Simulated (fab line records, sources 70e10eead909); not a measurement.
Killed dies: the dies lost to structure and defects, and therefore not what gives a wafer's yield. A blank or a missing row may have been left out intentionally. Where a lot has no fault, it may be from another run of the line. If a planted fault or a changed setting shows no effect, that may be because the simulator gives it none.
Comparing a struck lot with a sound one + flow nand_harc + 14 steps out of a route of 1302
Sound: the wafers L867.3, L867.4, L867.6. Struck: wafer L884.3. The cause comes at the end.
Order at every step that has rows: each side's tool, ch and its chambers, its first start. Under that, the readings that differ: sound wafers + struck wafers + difference of the means + sigmas: that difference in standard deviations of wafers without a fault.
alike: readings whose means differ by less than 2 such deviations, and words and numbers that are the same on both sides. not compared: withheld readings, readings that some wafer has no value for, bounds like >300 that may hide the same value, and numbers for which the record gives no deviation and whose values overlap.
Wherever a step has rows on one side only, a row that says differs or no value, or a row with sigmas, the two part there. Numbers that have no deviation but don't overlap get no sigmas and don't part them. Lack of a reading on every wafer of one side parts them only where that side has two or more wafers.

NHARC_A_ONON_D1_INSPECT_32:
  sound on defect_inspect-01 at day 8 17:45; struck on defect_inspect-02 at day 16 11:12
  alike: raw_defect_count
NHARC_A_CHANNEL_HOLE_D1_DEP_00: deposits aC, target thk 3100 nm.
  sound on acl_dep-02 ch 0, day 8 19:25; struck on acl_dep-03 ch 0, day 16 14:29
  alike: throttle_valve_pct
NHARC_A_CHANNEL_HOLE_D1_DEP_01: deposits SiON, target thk 140 nm.
  sound on pecvd-02 ch 1,2, day 8 20:53; struck on pecvd-02 ch 0, day 16 15:51
  alike: heater_power_w
then, 8 steps without rows for these wafers: NHARC_A_CHANNEL_HOLE_D1_DEHYDRATE_02 (time 120 s); NHARC_A_CHANNEL_HOLE_D1_HMDS_03 (time 30 s); NHARC_A_CHANNEL_HOLE_D1_COAT_36 (time 75 s); NHARC_A_CHANNEL_HOLE_D1_COAT_37 (time 65 s); NHARC_A_CHANNEL_HOLE_D1_COAT_04 (resist thk 90 nm); NHARC_A_CHANNEL_HOLE_D1_SOFTBAKE_05 (time 55 s); NHARC_A_CHANNEL_HOLE_D1_EBR_06; NHARC_A_CHANNEL_HOLE_D1_EXPOSE_07 (exposes mask HOLE D1, target cd 100 nm).
NHARC_A_CHANNEL_HOLE_D1_PEB_08: peb time 65 s.
  sound on litho_track-06 ch 0, day 8 21:29; struck on litho_track-06 ch 0, day 16 16:22
| reading                  | sound                | struck | difference | sigmas |
|--------------------------|----------------------|--------|------------|--------|
| heater_power_total_W (W) | 156.2 156.1 156.0    | 158.1  | +2.0       | +5     |
| plate_temp_C (C)         | 100.18 100.05 100.33 | 100.60 | +0.41      | +3     |
  alike: chill_plate_temp_C
then, 1 step without rows for these wafers: NHARC_A_CHANNEL_HOLE_D1_DEVELOP_09 (develop time 35 s).
-- record jumps: 16 days between struck wafers' starts before vs after; left off in module A_CHANNEL_HOLE_D1, resumes in module END, first step shown is number 1302 of the route --
NHARC_END_SORT_01:
  at this point the record logs the struck wafers (prober-01 ch 0, day 32 21:28) and has no rows for the sound ones

## WHERE THEY PART
At NHARC_A_CHANNEL_HOLE_D1_PEB_08 first; at NHARC_END_SORT_01 last (within this record only).

WHY: what had been put in by the simulator
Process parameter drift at NHARC_A_CHANNEL_HOLE_D1_PEB_08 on litho_track-06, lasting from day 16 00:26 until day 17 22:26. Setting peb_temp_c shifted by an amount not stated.
